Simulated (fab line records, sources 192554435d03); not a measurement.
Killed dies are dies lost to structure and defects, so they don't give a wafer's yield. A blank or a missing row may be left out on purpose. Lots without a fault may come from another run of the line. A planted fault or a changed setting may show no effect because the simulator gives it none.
fab line records | flow n5_finfet
record lots=24 wafers=72 last_day=18
route steps=1938 shown BEOL_M1@786 BEOL_M2@855
lots that met no fault: from a run of the same line without faults
start_h: hours from the record's first day to the start of the lot's first wafer shown | wait_h: hours since the lot's step before | " the same as in the row above | L1.1+2: a row that stands for several wafers | - no value, or no start given | * or withheld: withheld | < > ~ a bound
route shown NAME@n: a module of which the file shows steps, and the number in the route of the first | usual: mean/standard deviation of fault-free wafers | same: alike in all rows | chamber/n: place in a boat | sites: the reading at each site | _std_site: their standard deviation | _edge_site: outer sites' mean less inner sites' | radius_mm: how far each site lies from the wafer's centre | mask NAME#n: copy n | behind: the tool/chamber that last shaped the wafer | hold: why the lot was held/for how many hours/how that ended | device: the transistor (n, p or np) that didn't switch | end of line: the same wafers' tests at the end of the route | a step without rows: its recipe alone | killed: dies lost to structure and defects at the first sort, not the wafer's yield | map: a wafer's dies, x killed, . not, _ none there
set.NAME: the setting as run; set.NAME@STEP: as run at that earlier step | model.NAME: the simulator's own value behind a step, which no gauge read
steps of the route over a sample of lots; a table a step, a row a wafer
services: from which hour (start_h, from the record's first day; less than 0 if before it) a tool's chamber was out of use, for how many hours, and why
## steps
# step N5_BEOL_M1_CD_MEAS_28
# recipe landing_energy_ev=500 detector=se_inlens target_cd_y_nm=23.3
# usual cd_nm=23.92/0.26
# same landing_energy_ev=500
# columns lot.wafer tool chamber start_h wait_h cd_nm
L074.2 cd_sem-02 0 122.50 - 24.10
L074.4 " 0 " " 23.68
L074.5 " 0 " " 23.86
L075.1 cd_sem-03 0 126.19 - 23.65
L075.4 " 0 " " 23.70
L075.6 " 0 " " 23.84
L076.2 cd_sem-02 0 129.12 - 23.85
L076.5 " 0 " " 23.36
L076.6 " 0 " " 24.14
L078.1 cd_sem-03 0 144.56 - 24.08
L078.3 " 0 " " 24.15
L078.6 " 0 " " 24.18
L077.1 cd_sem-03 0 144.92 - 24.31
L077.4 " 0 " " 24.45
L077.6 " 0 " " 24.57
L079.1 cd_sem-01 0 157.98 - 23.57
L079.2 " 0 " " 24.18
L079.3 " 0 " " 23.87
L080.3 cd_sem-01 0 171.63 - 24.20
L080.4 " 0 " " 23.69
L080.5 " 0 " " 23.72
L081.1 cd_sem-02 0 172.55 - 24.03
L081.5 " 0 " " 23.60
L081.6 " 0 " " 24.04
L082.1 cd_sem-01 0 178.84 - 23.87
L082.5 " 0 " " 24.35
L082.6 " 0 " " 23.91
L083.2 cd_sem-01 0 186.74 - 23.81
L083.3 " 0 " " 23.70
L083.4 " 0 " " 23.67
L085.1 cd_sem-03 0 186.87 - 24.08
L085.3 " 0 " " 23.90
L085.4 " 0 " " 23.86
L084.1 cd_sem-02 0 190.75 - 23.99
L084.2 " 0 " " 24.15
L084.3 " 0 " " 23.98
L086.1 cd_sem-01 0 194.34 - 23.57
L086.3 " 0 " " 23.67
L086.5 " 0 " " 23.57
L088.1 cd_sem-03 0 207.34 - 23.96
L088.2 " 0 " " 24.00
L088.5 " 0 " " 24.01
L087.3 cd_sem-03 0 212.88 - 24.50
L087.4 " 0 " " 24.12
L087.5 " 0 " " 24.30
L089.1 cd_sem-03 0 222.18 - 23.56
L089.4 " 0 " " 23.87
L089.6 " 0 " " 23.85
L090.1 cd_sem-03 0 227.91 - 24.10
L090.2 " 0 " " 23.58
L090.3 " 0 " " 23.80
L091.1 cd_sem-03 0 234.83 - 23.89
L091.3 " 0 " " 24.02
L091.6 " 0 " " 23.91
L092.1 cd_sem-01 0 245.63 - 23.81
L092.4 " 0 " " 23.80
L092.6 " 0 " " 24.24
L094.1 cd_sem-03 0 245.97 - 23.87
L094.2 " 0 " " 23.65
L094.5 " 0 " " 24.33
L093.3 cd_sem-01 0 250.51 - 23.99
L093.4 " 0 " " 24.16
L093.5 " 0 " " 23.40
L096.1 cd_sem-01 0 254.22 - 23.66
L096.2 " 0 " " 23.98
L096.6 " 0 " " 23.96
L095.1 cd_sem-03 0 255.02 - 23.64
L095.2 " 0 " " 24.05
L095.5 " 0 " " 23.83
L097.1 cd_sem-01 0 264.57 - 23.85
L097.3 " 0 " " 23.69
L097.5 " 0 " " 23.98
# step N5_BEOL_M1_OVL_MEAS_29
# recipe points_per_wafer=522
# usual V0_OVL=-0.2/0.7
# columns lot.wafer tool chamber start_h wait_h V0_OVL[nm]
L074.2 overlay-01 0 122.54 0.0 -0.8
L074.4 " 0 " " -1.7
L074.5 " 0 " " -0.9
L075.1 overlay-02 0 126.23 0.0 0.1
L075.4 " 0 " " 1.0
L075.6 " 0 " " -0.6
L076.2 overlay-02 0 129.15 0.0 -0.8
L076.5 " 0 " " -1.0
L076.6 " 0 " " -0.5
L078.1 overlay-02 0 144.59 0.0 -0.3
L078.3 " 0 " " -0.1
L078.6 " 0 " " 0.3
L077.1 overlay-01 0 144.95 0.0 0.4
L077.4 " 0 " " 0.5
L077.6 " 0 " " 0.9
L079.1 overlay-02 0 158.01 0.0 -0.1
L079.2 " 0 " " -1.4
L079.3 " 0 " " -0.4
L080.3 overlay-01 0 171.67 0.0 -0.2
L080.4 " 0 " " -1.3
L080.5 " 0 " " -0.1
L081.1 overlay-01 0 172.59 0.0 -0.8
L081.5 " 0 " " -1.2
L081.6 " 0 " " -0.7
L082.1 overlay-02 0 178.87 0.0 -1.0
L082.5 " 0 " " -1.0
L082.6 " 0 " " 0.2
L083.2 overlay-02 0 186.77 0.0 -0.5
L083.3 " 0 " " -0.1
L083.4 " 0 " " -0.4
L085.1 overlay-02 0 186.90 0.0 0.7
L085.3 " 0 " " 0.3
L085.4 " 0 " " 0.2
L084.1 overlay-02 0 190.79 0.0 -0.7
L084.2 " 0 " " 0.1
L084.3 " 0 " " -0.4
L086.1 overlay-01 0 194.37 0.0 -0.2
L086.3 " 0 " " -0.3
L086.5 " 0 " " -0.2
L088.1 overlay-01 0 207.38 0.0 -0.8
L088.2 " 0 " " 0.6
L088.5 " 0 " " 0.4
L087.3 overlay-02 0 212.91 0.0 0.0
L087.4 " 0 " " -0.1
L087.5 " 0 " " -0.6
L089.1 overlay-01 0 222.21 0.0 -0.5
L089.4 " 0 " " -0.6
L089.6 " 0 " " -0.1
L090.1 overlay-01 0 227.94 0.0 0.4
L090.2 " 0 " " 1.8
L090.3 " 0 " " 0.3
L091.1 overlay-02 0 234.86 0.0 -0.6
L091.3 " 0 " " 0.6
L091.6 " 0 " " 0.1
L092.1 overlay-01 0 245.66 0.0 0.2
L092.4 " 0 " " 0.8
L092.6 " 0 " " 1.1
L094.1 overlay-01 0 246.00 0.0 -0.2
L094.2 " 0 " " -0.8
L094.5 " 0 " " -1.1
L093.3 overlay-02 0 250.55 0.0 -0.2
L093.4 " 0 " " 0.3
L093.5 " 0 " " -0.7
L096.1 overlay-02 0 254.25 0.0 -0.6
L096.2 " 0 " " 1.0
L096.6 " 0 " " 0.1
L095.1 overlay-01 0 255.05 0.0 -1.0
L095.2 " 0 " " -0.2
L095.5 " 0 " " -0.8
L097.1 overlay-01 0 264.60 0.0 -0.6
L097.3 " 0 " " 0.4
L097.5 " 0 " " 1.4
# step N5_BEOL_M1_ETCH_77
# recipe chemistry=N2/H2 target=underlayer target_depth_a=65 mask_material=CAR-EUV time_s=5.2 ion_energy_ev=200 pressure_mtorr=30 source_w=840 bias_w=150 n2_flow_sccm=200 h2_flow_sccm=200 ends=cleared
# usual drypump_motor_current_A=5.6/0.33 etch_rf_on_time_s=5.27/0.17 oes_product_au=0.66/0.074 rf_vpp_V=523.5/2.3 showerhead_plenum_p_Torr=2.53/0.079 throttle_valve_pct=17.92/0.29
# columns lot.wafer tool chamber start_h wait_h drypump_motor_current_A etch_rf_on_time_s oes_product_au rf_hours_counter_h rf_vpp_V showerhead_plenum_p_Torr throttle_valve_pct
L074.2 rie_diel-01 3 122.66 0.0 6.1 4.88 0.65 178 522.7 2.42 18.33
L074.4 " 2 " " 6.1 5.22 0.65 136 527.9 2.66 17.59
L074.5 " 1 " " 5.3 5.15 0.66 - 518.6 2.44 18.09
L075.1 rie_diel-02 3 126.35 0.0 5.3 5.20 0.71 68 525.5 2.56 17.51
L075.4 " 1 " " 5.6 5.24 0.67 138 520.3 2.44 18.05
L075.6 " 2 " " 5.9 5.48 0.62 - 524.0 2.55 17.85
L076.2 rie_diel-02 1 129.27 0.0 5.6 5.26 0.66 139 521.2 2.44 18.04
L076.5 " 3 " " 5.3 5.19 0.71 - 524.8 2.56 17.49
L076.6 " 2 " " 5.9 5.50 0.63 - 523.9 2.55 17.86
L078.1 rie_diel-03 2 144.72 0.0 5.9 5.20 0.61 243 522.3 2.49 18.47
L078.3 " 0 " " 5.4 5.32 0.64 178 527.5 2.66 18.24
L078.6 " 1 " " 5.1 5.34 0.57 - 522.6 2.52 18.40
L077.1 rie_diel-02 3 145.35 0.0 5.3 5.19 0.72 72 526.3 2.56 17.53
L077.4 " 0 " " 5.6 5.48 0.56 246 522.6 2.62 17.92
L077.6 " 1 " " 5.6 5.14 0.67 - 520.4 2.44 18.06
L079.1 rie_diel-02 3 158.14 0.0 5.4 5.21 0.71 76 524.5 2.55 17.51
L079.2 " 1 " " 5.6 5.24 0.66 146 520.4 2.44 18.06
L079.3 " 2 " " 5.9 5.52 0.62 143 525.3 2.54 17.85
L080.3 rie_diel-01 1 172.51 0.0 5.3 5.22 0.64 153 520.4 2.44 18.12
L080.4 " 0 " " 6.4 5.10 0.64 170 524.6 2.52 17.58
L080.5 " 3 " " 6.1 4.95 0.64 - 521.1 2.41 18.33
L081.1 rie_diel-02 3 172.84 0.0 5.3 5.22 0.70 81 524.4 2.55 17.53
L081.5 " 1 " " 5.6 5.24 0.66 - 521.9 2.44 18.07
L081.6 " 0 " " 5.6 5.21 0.83 - 525.0 2.62 17.53
L082.1 rie_diel-02 1 179.00 0.0 5.6 5.26 0.65 151 517.1 2.43 18.06
L082.5 " 2 " " 5.8 5.49 0.62 - 523.7 2.54 17.88
L082.6 " 3 " " 5.3 5.20 0.69 - 523.2 2.55 17.54
L083.2 rie_diel-02 3 186.90 0.0 5.4 5.23 0.70 85 526.4 2.55 17.54
L083.3 " 0 " " 5.6 5.23 0.80 5 524.5 2.62 17.55
L083.4 " 1 " " 5.6 5.28 0.65 153 520.9 2.43 18.08
L085.1 rie_diel-03 0 187.02 0.0 5.4 5.33 0.63 190 525.8 2.66 18.25
L085.3 " 3 " " 5.2 5.53 0.63 150 521.5 2.43 17.95
L085.4 " 0 " " 5.4 5.37 0.62 - 526.2 2.66 18.23
L084.1 rie_diel-02 0 190.91 0.0 5.6 5.27 0.79 6 525.1 2.62 17.54
L084.2 " 1 " " 5.6 5.26 0.67 155 519.7 2.43 18.09
L084.3 " 3 " " 5.4 5.27 0.70 86 525.7 2.55 17.55
L086.1 rie_diel-03 2 194.61 0.0 5.8 4.94 0.89 0 520.0 2.48 17.94
L086.3 " 0 " " 5.4 5.32 0.63 192 526.4 2.65 18.28
L086.5 " 0 " " 5.4 5.36 0.61 - 525.8 2.65 18.27
L088.1 rie_diel-02 3 207.50 0.0 5.3 5.28 0.69 91 525.5 2.55 17.53
L088.2 " 2 " " 5.9 5.56 0.62 158 524.1 2.54 17.89
L088.5 " 0 " " 5.6 5.24 0.78 - 523.9 2.61 17.53
L087.3 rie_diel-03 0 213.03 0.0 5.4 5.36 0.62 198 525.0 2.65 18.28
L087.4 " 3 " " 5.2 5.57 0.62 158 520.9 2.43 17.95
L087.5 " 2 " " 5.9 4.93 0.85 - 524.2 2.48 18.00
L089.1 rie_diel-01 2 222.46 0.0 6.1 5.17 0.62 168 527.1 2.64 17.65
L089.4 " 0 " " 6.4 5.04 0.64 186 526.4 2.51 17.64
L089.6 " 2 " " 6.1 5.22 0.62 - 526.2 2.64 17.65
L090.1 rie_diel-01 0 228.55 0.0 6.4 5.10 0.63 188 523.5 2.51 17.58
L090.2 " 3 " " 6.1 4.89 0.62 214 519.3 2.40 18.41
L090.3 " 1 " " 5.3 5.16 0.63 168 519.2 2.43 18.15
L091.1 rie_diel-03 0 235.21 0.0 5.4 5.30 0.61 207 526.3 2.65 18.27
L091.3 " 1 " " 5.1 5.22 0.57 246 522.3 2.51 18.44
L091.6 " 3 " " 5.2 5.46 0.63 - 521.1 2.42 17.98
L092.1 rie_diel-02 0 245.85 0.0 5.6 5.26 0.76 15 526.5 2.61 17.52
L092.4 " 2 " " 5.9 5.52 0.61 161 523.8 2.53 17.90
L092.6 " 0 " " 5.6 5.26 0.78 - 523.9 2.61 17.55
L094.1 rie_diel-02 3 246.13 0.0 5.4 5.15 0.70 95 524.3 2.55 17.57
L094.2 " 0 " " 5.6 5.26 0.77 15 524.3 2.61 17.55
L094.5 " 2 " " 5.9 5.50 0.61 - 524.9 2.53 17.89
L093.3 rie_diel-02 0 250.67 0.0 5.6 5.17 0.78 16 526.0 2.61 17.54
L093.4 " 3 " " 5.3 5.14 0.70 95 525.3 2.55 17.57
L093.5 " 3 " " 5.4 5.10 0.69 - 523.2 2.55 17.56
L096.1 rie_diel-03 2 254.38 0.0 5.9 4.97 0.80 21 523.7 2.47 18.01
L096.2 " 0 " " 5.4 5.32 0.61 213 525.7 2.65 18.32
L096.6 " 3 " " 5.2 5.53 0.61 - 522.0 2.42 17.98
L095.1 rie_diel-03 0 255.18 0.0 5.4 5.35 0.61 213 524.7 2.65 18.29
L095.2 " 3 " " 5.2 5.53 0.61 173 523.3 2.42 17.99
L095.5 " 0 " " 5.4 5.35 0.60 - 524.7 2.65 18.31
L097.1 rie_diel-03 0 264.72 0.0 5.4 5.33 0.61 218 526.2 2.64 18.31
L097.3 " 1 " " 5.1 4.98 0.86 0 521.3 2.51 18.03
L097.5 " 0 " " 5.4 5.32 0.60 - 526.6 2.64 18.32
# step N5_BEOL_M1_STRIP_36
# recipe chemistry=N2/H2 power_w=450 temp_c=40 pressure_mtorr=20 rf_frequency_hz=6e+07 overash_fraction=0.3 bias_power_w=7 h2_frac=0.5 n2_flow_sccm=200 h2_flow_sccm=200
# usual bias_power_w=6.998/0.021 drypump_motor_current_A=5.6/0.38 oes_product_au=0.76/0.076 rf_vpp_V=59.1/1.5 showerhead_plenum_p_Torr=2.52/0.084 throttle_valve_pct=23.7/0.4
# columns lot.wafer tool chamber start_h wait_h bias_power_w drypump_motor_current_A oes_product_au rf_hours_counter_h rf_vpp_V showerhead_plenum_p_Torr throttle_valve_pct
L074.2 rie_diel-03 0 133.81 0.0 6.988 5.4 0.74 175 56.3 2.66 23.9
L074.4 " 2 " " 6.981 5.9 0.70 241 57.9 2.48 24.4
L074.5 " 2 " " 7.008 5.8 0.70 - 58.5 2.48 24.4
L075.1 rie_diel-03 3 142.41 0.0 7.023 5.2 0.78 138 60.3 2.43 23.7
L075.4 " 2 " " 7.004 5.9 0.69 243 60.1 2.48 24.4
L075.6 " 1 " " 6.975 5.1 0.67 - 58.4 2.52 24.3
L076.2 rie_diel-02 3 142.53 0.0 6.947 5.3 0.83 71 62.1 2.55 23.1
L076.5 " 0 " " 7.005 5.6 0.66 - 58.5 2.62 23.6
L076.6 " 3 " " 7.006 5.3 0.82 - 61.1 2.55 23.1
L077.1 rie_diel-02 3 146.97 0.0 6.986 5.4 0.84 73 58.1 2.55 23.2
L077.4 " 1 " " 7.004 5.6 0.78 143 58.4 2.43 23.8
L077.6 " 2 " " 6.991 5.9 0.76 - 58.4 2.54 23.5
L078.1 rie_diel-03 1 150.30 0.0 6.989 5.1 0.68 219 57.8 2.52 24.3
L078.3 " 2 " " 7.013 5.9 0.70 245 62.8 2.48 24.4
L078.6 " 3 " " 7.015 5.2 0.77 - 58.9 2.43 23.7
L079.1 rie_diel-03 0 161.52 0.0 7.000 5.4 0.73 182 58.4 2.66 24.0
L079.2 " 3 " " 7.000 5.2 0.75 142 58.2 2.43 23.7
L079.3 " 1 " " 7.001 5.1 0.67 222 60.8 2.52 24.3
L080.3 rie_diel-01 3 173.25 0.0 6.986 6.1 0.72 196 62.5 2.41 24.3
L080.4 " 1 " " 7.027 5.3 0.74 153 56.1 2.43 24.0
L080.5 " 0 " " 7.012 6.4 0.72 - 60.8 2.51 23.3
L081.1 rie_diel-03 1 181.78 0.0 6.976 5.1 0.68 228 57.6 2.52 24.3
L081.5 " 1 " " 7.001 5.1 0.67 - 60.6 2.52 24.3
L081.6 " 3 " " 7.012 5.2 0.75 - 60.1 2.43 23.7
L082.1 rie_diel-02 1 185.08 0.0 7.006 5.6 0.77 153 58.2 2.43 23.8
L082.5 " 0 " " 6.986 5.6 0.96 - 58.1 2.61 23.3
L082.6 " 1 " " 6.968 5.6 0.76 - 57.3 2.43 23.8
L083.2 rie_diel-01 0 189.35 0.0 6.997 6.4 0.73 174 59.0 2.51 23.3
L083.3 " 1 " " 6.998 5.3 0.75 157 60.8 2.43 24.1
L083.4 " 3 " " 7.005 6.0 0.72 200 57.7 2.40 24.3
L085.1 rie_diel-02 1 189.62 0.0 7.020 5.6 0.76 154 57.2 2.43 23.8
L085.3 " 0 " " 6.987 5.6 0.93 5 58.1 2.61 23.4
L085.4 " 3 " " 7.010 5.4 0.80 86 60.2 2.55 23.2
L084.1 rie_diel-01 2 194.30 0.0 6.986 6.1 0.76 158 61.3 2.64 23.2
L084.2 " 1 " " 7.008 5.3 0.75 159 58.5 2.43 24.1
L084.3 " 3 " " 7.031 6.1 0.72 201 57.6 2.40 24.3
L086.1 rie_diel-02 0 200.11 0.0 6.953 5.6 0.95 9 57.7 2.61 23.3
L086.3 " 3 " " 6.988 5.4 0.82 89 59.3 2.55 23.2
L086.5 " 0 " " 6.968 5.6 0.94 - 60.5 2.61 23.4
L088.1 rie_diel-02 2 210.57 0.0 6.956 5.9 0.75 159 60.9 2.53 23.5
L088.2 " 1 " " 7.002 5.6 0.74 161 57.3 2.43 23.8
L088.5 " 3 " " 7.009 5.4 0.81 - 60.3 2.54 23.2
L087.3 rie_diel-01 1 220.73 0.0 7.024 5.3 0.74 165 58.3 2.43 24.1
L087.4 " 0 " " 7.031 6.4 0.72 185 58.9 2.51 23.3
L087.5 " 2 " " 6.991 6.1 0.74 - 60.7 2.64 23.3
L089.1 rie_diel-03 2 224.86 0.0 6.992 5.9 0.97 10 58.7 2.48 23.9
L089.4 " 1 " " 7.010 5.1 0.66 242 58.5 2.51 24.3
L089.6 " 0 " " 6.965 5.4 0.71 - 57.9 2.65 24.0
L090.1 rie_diel-03 3 233.10 0.0 6.996 5.2 0.74 166 59.9 2.42 23.7
L090.2 " 2 " " 6.988 5.9 0.95 14 59.0 2.47 23.9
L090.3 " 0 " " 7.004 5.4 0.72 206 60.8 2.64 24.0
L091.1 rie_diel-01 1 238.44 0.0 6.986 5.3 0.75 172 60.0 2.42 24.1
L091.3 " 0 " " 7.024 6.4 0.71 192 58.7 2.50 23.3
L091.6 " 1 " " 6.962 5.3 0.75 - 58.3 2.42 24.1
L092.1 rie_diel-01 3 248.94 0.0 6.976 6.1 0.70 221 56.4 2.40 24.3
L092.4 " 0 " " 6.988 6.4 0.71 195 57.1 2.50 23.3
L092.6 " 3 " " 7.010 6.0 0.70 - 56.9 2.40 24.3
L094.1 rie_diel-02 3 255.37 0.0 6.980 5.3 0.80 96 58.7 2.54 23.2
L094.2 " 0 " " 6.998 5.6 0.92 16 59.3 2.61 23.4
L094.5 " 3 " " 6.975 5.3 0.81 - 59.4 2.54 23.2
L093.3 rie_diel-02 0 257.67 0.0 7.015 5.6 0.91 17 57.9 2.60 23.4
L093.4 " 1 " " 7.008 5.6 0.75 166 60.9 2.42 23.8
L093.5 " 0 " " 6.987 5.6 0.90 - 58.8 2.61 23.4
L096.1 rie_diel-02 1 259.19 0.0 7.008 5.6 0.75 166 62.1 2.42 23.8
L096.2 " 0 " " 7.041 5.6 0.90 17 57.0 2.61 23.4
L096.6 " 0 " " 7.031 5.6 0.92 - 58.3 2.60 23.4
L095.1 rie_diel-03 0 259.37 0.0 6.999 5.4 0.71 215 58.7 2.64 24.0
L095.2 " 2 " " 7.015 5.9 0.92 24 58.1 2.47 23.9
L095.5 " 0 " " 7.022 5.4 0.70 - 59.8 2.64 24.0
L097.1 rie_diel-01 3 268.81 0.0 7.054 6.0 0.69 226 59.6 2.39 24.3
L097.3 " 0 " " 6.991 6.4 0.69 200 59.6 2.50 23.3
L097.5 " 0 " " 7.002 6.4 0.70 - 59.5 2.50 23.3
# step N5_BEOL_M1_TRENCH_ETCH_37
# recipe chemistry=C4F6/O2 target_depth_a=552.07 target=SiOC time_s=29 ion_energy_ev=250 pressure_mtorr=30 source_w=355 bias_w=185 Ar_flow_sccm=300 C4F6_flow_sccm=10 O2_flow_sccm=10
# usual drypump_motor_current_A=5.6/0.38 oes_product_au=0.76/0.076 rf_vpp_V=664/16 showerhead_plenum_p_Torr=2.82/0.087 throttle_valve_pct=20.93/0.27
# columns lot.wafer tool chamber start_h wait_h drypump_motor_current_A oes_product_au rf_hours_counter_h rf_vpp_V showerhead_plenum_p_Torr throttle_valve_pct
L074.2 rie_diel-03 0 - - 5.4 0.75 176 673 2.94 21.08
L074.4 " 2 " " 5.9 0.71 241 651 2.76 21.20
L074.5 " 2 " " 5.9 0.71 - 650 2.76 21.18
L075.1 rie_diel-03 3 - - 5.2 0.75 138 638 2.74 21.00
L075.4 " 2 " " 5.9 0.70 243 651 2.76 21.18
L075.6 " 1 " " 5.1 0.67 - 655 2.82 21.30
L076.2 rie_diel-02 3 - - 5.4 0.85 71 676 2.88 20.69
L076.5 " 0 " " 5.6 0.67 - 672 2.94 20.92
L076.6 " 3 " " 5.3 0.84 - 674 2.88 20.68
L077.1 rie_diel-02 3 - - 5.4 0.83 73 675 2.88 20.69
L077.4 " 1 " " 5.6 0.77 143 651 2.75 21.16
L077.6 " 2 " " 5.9 0.74 - 663 2.86 20.94
L078.1 rie_diel-03 1 - - 5.1 0.68 219 656 2.81 21.31
L078.3 " 2 " " 5.9 0.70 245 651 2.76 21.18
L078.6 " 3 " " 5.2 0.76 - 638 2.74 20.99
L079.1 rie_diel-03 0 - - 5.4 0.75 182 675 2.94 21.06
L079.2 " 3 " " 5.2 0.76 142 638 2.74 21.01
L079.3 " 1 " " 5.1 0.67 222 655 2.81 21.30
L080.3 rie_diel-01 3 - - 6.0 0.73 196 647 2.71 21.33
L080.4 " 1 " " 5.3 0.75 153 692 2.71 20.92
L080.5 " 0 " " 6.4 0.75 - 683 2.82 20.57
L081.1 rie_diel-03 1 - - 5.1 0.67 228 654 2.81 21.31
L081.5 " 1 " " 5.1 0.67 - 655 2.81 21.31
L081.6 " 3 " " 5.2 0.75 - 638 2.74 21.03
L082.1 rie_diel-02 1 - - 5.6 0.76 153 650 2.74 21.18
L082.5 " 0 " " 5.6 0.95 - 673 2.93 20.60
L082.6 " 1 " " 5.6 0.76 - 651 2.74 21.18
L083.2 rie_diel-01 0 - - 6.4 0.75 174 684 2.81 20.55
L083.3 " 1 " " 5.3 0.75 157 691 2.71 20.93
L083.4 " 3 " " 6.1 0.72 200 647 2.71 21.35
L085.1 rie_diel-02 1 - - 5.6 0.75 154 651 2.74 21.19
L085.3 " 0 " " 5.6 0.94 5 672 2.93 20.62
L085.4 " 3 " " 5.3 0.82 86 674 2.88 20.70
L084.1 rie_diel-01 2 - - 6.1 0.75 158 666 2.93 20.48
L084.2 " 1 " " 5.3 0.75 159 694 2.71 20.93
L084.3 " 3 " " 6.0 0.72 201 647 2.71 21.36
L086.1 rie_diel-02 0 - - 5.6 0.93 9 672 2.93 20.62
L086.3 " 3 " " 5.3 0.81 89 673 2.88 20.71
L086.5 " 0 " " 5.6 0.93 - 672 2.93 20.62
L088.1 rie_diel-02 2 - - 5.9 0.72 159 662 2.85 20.98
L088.2 " 1 " " 5.6 0.75 161 651 2.74 21.19
L088.5 " 3 " " 5.3 0.81 - 675 2.87 20.73
L087.3 rie_diel-01 1 - - 5.3 0.75 165 693 2.70 20.94
L087.4 " 0 " " 6.4 0.73 185 684 2.81 20.57
L087.5 " 2 " " 6.1 0.73 - 667 2.93 20.49
L089.1 rie_diel-03 2 - - 5.9 0.98 10 651 2.75 20.76
L089.4 " 1 " " 5.1 0.66 242 657 2.80 21.34
L089.6 " 0 " " 5.4 0.73 - 675 2.93 21.11
L090.1 rie_diel-03 3 - - 5.2 0.73 166 637 2.73 21.04
L090.2 " 2 " " 5.9 0.97 14 649 2.75 20.77
L090.3 " 0 " " 5.4 0.73 206 674 2.93 21.11
L091.1 rie_diel-01 1 - - 5.3 0.74 172 693 2.70 20.94
L091.3 " 0 " " 6.4 0.73 192 683 2.81 20.60
L091.6 " 1 " " 5.3 0.74 - 692 2.70 20.96
L092.1 rie_diel-01 3 - - 6.1 0.71 221 645 2.70 21.39
L092.4 " 0 " " 6.4 0.72 195 685 2.81 20.58
L092.6 " 3 " " 6.1 0.71 - 646 2.70 21.38
L094.1 rie_diel-02 3 - - 5.4 0.81 96 673 2.87 20.73
L094.2 " 0 " " 5.6 0.91 17 671 2.93 20.63
L094.5 " 3 " " 5.4 0.82 - 675 2.87 20.72
L093.3 rie_diel-02 0 - - 5.6 0.91 17 671 2.93 20.63
L093.4 " 1 " " 5.6 0.75 166 650 2.73 21.19
L093.5 " 0 " " 5.6 0.91 - 672 2.93 20.60
L096.1 rie_diel-02 1 - - 5.6 0.75 166 652 2.73 21.20
L096.2 " 0 " " 5.6 0.91 17 672 2.93 20.61
L096.6 " 0 " " 5.6 0.91 - 670 2.93 20.62
L095.1 rie_diel-03 0 - - 5.4 0.72 215 675 2.92 21.14
L095.2 " 2 " " 5.9 0.94 24 651 2.74 20.80
L095.5 " 0 " " 5.4 0.72 - 673 2.92 21.14
L097.1 rie_diel-01 3 - - 6.1 0.70 226 646 2.69 21.39
L097.3 " 0 " " 6.4 0.72 200 682 2.80 20.61
L097.5 " 0 " " 6.4 0.72 - 684 2.80 20.58
# step N5_BEOL_M2_OVL_MEAS_12
# recipe points_per_wafer=522
# usual M2_OVL=-0.2/0.6
# columns lot.wafer tool chamber start_h wait_h M2_OVL[nm]
L074.2 overlay-02 0 145.86 0.0 0.3
L074.4 " 0 " " -0.4
L074.5 " 0 " " 0.0
L075.1 overlay-01 0 148.10 0.0 0.5
L075.4 " 0 " " -0.4
L075.6 " 0 " " 0.3
L076.2 overlay-01 0 151.08 0.0 -0.4
L076.5 " 0 " " -1.0
L076.6 " 0 " " -0.3
L077.1 overlay-01 0 154.67 0.0 0.1
L077.4 " 0 " " -0.2
L077.6 " 0 " " -0.8
L078.1 overlay-02 0 155.51 0.0 0.1
L078.3 " 0 " " -0.2
L078.6 " 0 " " -1.0
L079.1 overlay-01 0 170.82 0.2 -0.6
L079.2 " 0 " " -0.6
L079.3 " 0 " " 0.1
L080.3 overlay-01 0 181.05 0.0 -0.3
L080.4 " 0 " " -0.2
L080.5 " 0 " " -0.7
L081.1 overlay-01 0 186.55 0.0 0.0
L081.5 " 0 " " 0.0
L081.6 " 0 " " 0.3
L082.1 overlay-02 0 190.64 0.0 0.4
L082.5 " 0 " " 0.5
L082.6 " 0 " " 0.4
L083.2 overlay-01 0 195.03 0.0 -0.1
L083.3 " 0 " " 0.0
L083.4 " 0 " " -0.2
L085.1 overlay-02 0 195.27 0.0 -0.6
L085.3 " 0 " " 0.0
L085.4 " 0 " " -0.9
L084.1 overlay-02 0 201.43 0.0 0.3
L084.2 " 0 " " 0.0
L084.3 " 0 " " 0.7
L086.1 overlay-01 0 206.30 0.0 -0.7
L086.3 " 0 " " -0.5
L086.5 " 0 " " 0.3
L088.1 overlay-01 0 216.61 0.0 0.4
L088.2 " 0 " " -0.7
L088.5 " 0 " " -0.8
L087.3 overlay-01 0 228.84 0.0 0.0
L087.4 " 0 " " -0.1
L087.5 " 0 " " -0.1
L089.1 overlay-02 0 230.01 0.0 -0.7
L089.4 " 0 " " -1.2
L089.6 " 0 " " -1.2
L090.1 overlay-02 0 241.63 0.0 -0.1
L090.2 " 0 " " 0.4
L090.3 " 0 " " -0.2
L091.1 overlay-01 0 244.30 0.0 -0.3
L091.3 " 0 " " -0.9
L091.6 " 0 " " -0.6
L092.1 overlay-01 0 253.63 0.0 -0.4
L092.4 " 0 " " 0.1
L092.6 " 0 " " -0.1
L094.1 overlay-01 0 263.31 0.0 0.7
L094.2 " 0 " " 0.3
L094.5 " 0 " " 0.3
L093.3 overlay-02 0 263.60 0.0 -1.5
L093.4 " 0 " " -0.2
L093.5 " 0 " " -1.3
L096.1 overlay-02 0 266.45 0.0 0.3
L096.2 " 0 " " -0.2
L096.6 " 0 " " 0.1
L095.1 overlay-02 0 266.63 0.0 -1.0
L095.2 " 0 " " -0.9
L095.5 " 0 " " -0.9
L097.1 overlay-01 0 273.88 0.0 -0.2
L097.3 " 0 " " 0.2
L097.5 " 0 " " 0.4
## services
# columns tool chamber start_h hours kind
rie_diel-03 3 101.29 10.9 repair
rie_diel-01 - 109.57 5.3 repair
rie_diel-01 1 126.45 15.1 repair
rie_diel-03 3 146.00 3.7 repair
rie_diel-02 0 156.91 - clean
rie_diel-02 0 156.91 - consumable_replace:focus_ring
rie_diel-02 0 156.91 15.5 scheduled_down
rie_diel-02 0 156.91 15.5 vent_cycle
rie_diel-03 2 173.35 - clean
rie_diel-03 2 173.35 - consumable_replace:focus_ring
rie_diel-03 2 173.35 19.9 scheduled_down
rie_diel-03 2 173.35 19.9 vent_cycle
rie_diel-01 1 197.73 6.1 repair
rie_diel-01 1 210.44 1.8 repair
rie_diel-02 - 212.13 28.1 pm
rie_diel-03 1 245.77 - clean
rie_diel-03 1 245.77 - consumable_replace:focus_ring
rie_diel-03 1 245.77 18.5 scheduled_down
rie_diel-03 1 245.77 18.5 vent_cycle
## key
fault none
